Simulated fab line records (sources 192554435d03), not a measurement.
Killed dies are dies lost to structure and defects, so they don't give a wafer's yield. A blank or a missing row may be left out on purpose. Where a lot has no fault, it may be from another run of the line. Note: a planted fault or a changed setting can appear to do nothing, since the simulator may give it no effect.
Which tool was responsible? ; flow n5Finfet ; 11 lots with 33 wafers sampled at 4 steps, on a route of 1938 steps

== WHAT EACH GAUGE READ, for each wafer ==
N5_PASSIVATION_CD_MEAS_44 targets a cd of 40000 nm.
lot;measured;on;cdNm (nm)
L571;day 11 08:43;cdSem-03;40008 40005 40003
L572;day 11 23:22;cdSem-01;39998 40004 39995
L573;day 12 11:25;cdSem-02;40001 40005 40002
L575;day 13 02:31;cdSem-02;40000 40001 40002
L582;day 15 03:04;cdSem-01;40001 40002 40001
L585;day 15 23:45;cdSem-03;40002 40001 40000
L587;day 15 19:17;cdSem-01;40001 39999 39996
L588;day 16 19:40;cdSem-02;39999 39999 40001
L590;day 17 22:44;cdSem-03;40000 40000 40000
L594;day 17 21:50;cdSem-03;39998 39999 40000
L593;day 18 02:54;cdSem-01;39998 40000 39999

== WHAT TOOL EACH LOT RAN ON (gives the tool, then ch and the chambers of the sampled wafers, and finally the start) ==
lot;N5_HKMG_FIN_ETCH_86;N5_PASSIVATION_DESCUM_32;N5_PASSIVATION_ETCH_59
L571;rieDiel-04 ch 2,3, day 4 05:09;rieDiel-03 ch 1,2,3, day 11 06:58;rieMetal-03 ch 0,1, day 11 07:27
L572;rieDiel-04 ch 1,2, day 4 12:30;rieDiel-04 ch 0,2,3, day 11 21:43;rieMetal-03 ch 1, day 11 22:13
L573;rieDiel-04 ch 0,2,3, day 4 18:40;rieDiel-03 ch 0,1, day 12 09:16;rieMetal-01 ch 0, day 12 10:10
L575;rieDiel-03 ch 0,1, day 5 05:03;rieDiel-05 ch 0,2,3, day 13 00:03;rieMetal-01 ch 0, day 13 00:56
L582;rieDiel-04 ch 0,2,3, day 6 22:11;rieDiel-04 ch 1,2, day 15 01:25;rieMetal-02 ch 1, day 15 01:53
L585;rieDiel-03 ch 1,2, day 7 20:22;rieDiel-04 ch 0,2, day 15 21:28;rieMetal-03 ch 0, day 15 22:21
L587;rieDiel-05 ch 0,1,2, day 8 02:53;rieDiel-03 ch 0,1,2, day 15 17:23;rieMetal-01 ch 0,1, day 15 17:55
L588;rieDiel-03 ch 1,2,3, day 8 11:16;rieDiel-03 ch 0,1,3, day 16 17:53;rieMetal-03 ch 0,1, day 16 18:22
L590;rieDiel-03 ch 0,2, day 8 23:06;rieDiel-04 ch 0,3, day 17 20:56;rieMetal-03 ch 0,1, day 17 21:28
L594;rieDiel-03 ch 1,2, day 9 23:11;rieDiel-03 ch 0,1,2, day 17 20:10;rieMetal-03 ch 0,1, day 17 20:39
L593;rieDiel-04 ch 1,2, day 10 00:31;rieDiel-04 ch 0,1,3, day 18 00:55;rieMetal-03 ch 0,1, day 18 01:26
- N5_HKMG_FIN_ETCH_86: etches SOC in N2/H2, stops on TiN, target depth 393.2 nm.
- N5_PASSIVATION_DESCUM_32: chemistry O2, time 7.9 s.
- N5_PASSIVATION_ETCH_59: etches TaN in Cl2/BCl3, target depth 65 nm, time 34.9 s.

== THE ANSWER, worked out from the rows above alone ==
Rule: what is usual is taken from the lots themselves. Put in order of their means at a reading, lots are off if they are a third of the lots or fewer, leave a main group of 4 or more, and stand apart from it by a gap of 3 or more times the standard deviation of the main group's means; of several such gaps the widest counts. Not used: any main group whose means are identical at the precision the tables above print for the reading. Also off: a lot with no number at a reading for which 4 or more lots have one. Where the step has rows for the other lots, those lots are counted as sound.
Nothing can be told from this: no lot is off at any reading shown.

== WHAT THE SIMULATOR PUT IN ==
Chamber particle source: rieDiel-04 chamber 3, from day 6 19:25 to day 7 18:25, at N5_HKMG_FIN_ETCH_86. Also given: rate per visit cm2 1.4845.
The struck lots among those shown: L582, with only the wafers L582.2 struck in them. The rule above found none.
